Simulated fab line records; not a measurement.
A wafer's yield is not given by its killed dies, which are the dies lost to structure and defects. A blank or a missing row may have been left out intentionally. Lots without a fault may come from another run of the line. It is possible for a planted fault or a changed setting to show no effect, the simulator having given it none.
Matching of chambers    flow n5_finfet    rie_diel-06 running N5_ZERO_LAYER_ETCH_17: 4 sister chambers
The step etches SiO2 in CF4, target depth 12 nm, time 13.3 s. 4 wafers are shown with their chamber, then 7 later ones without.

## EACH WAFER AND ITS CHAMBER
wafer   chamber  showerhead_plenum_p_Torr (Torr)
L087.6  2        2.07
L088.5  1        2.20
L090.2  0        2.21
L090.4  3        2.18

## WAFERS WHOSE CHAMBER IS MISSING
wafer   showerhead_plenum_p_Torr (Torr)
L090.5  2.07
L096.1  2.17
L096.3  2.19
L096.6  2.07
L097.1  2.07
L097.2  2.21
L097.6  2.19

## WHICH CHAMBER EACH WENT THROUGH
wafer   from the rows above           in truth
L090.5  2                             2
L096.1  3                             3
L096.3  can't be placed: 3 or 1 or 0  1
L096.6  2                             2
L097.1  2                             2
L097.2  can't be placed: 0 or 1       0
L097.6  can't be placed: 3 or 1 or 0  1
Correct placement for 4 of the 7. These rows do not allow placing 3 (true chamber among the candidates in 3). 0 placed wrongly.
How it was worked out, from the rows above alone: a wafer's distance from a chamber is the root of the sum, over the readings, of the square of ((its reading less the chamber's mean) divided by the reading's scatter). The wafer belongs to the nearest chamber; if the next one is less than 2 further off, it can't be placed. Each chamber's mean is taken over the wafers shown for it. The scatter (one wafer shown for each chamber): square how far every hidden wafer sits from the nearest shown wafer, average those squares and take the square root.
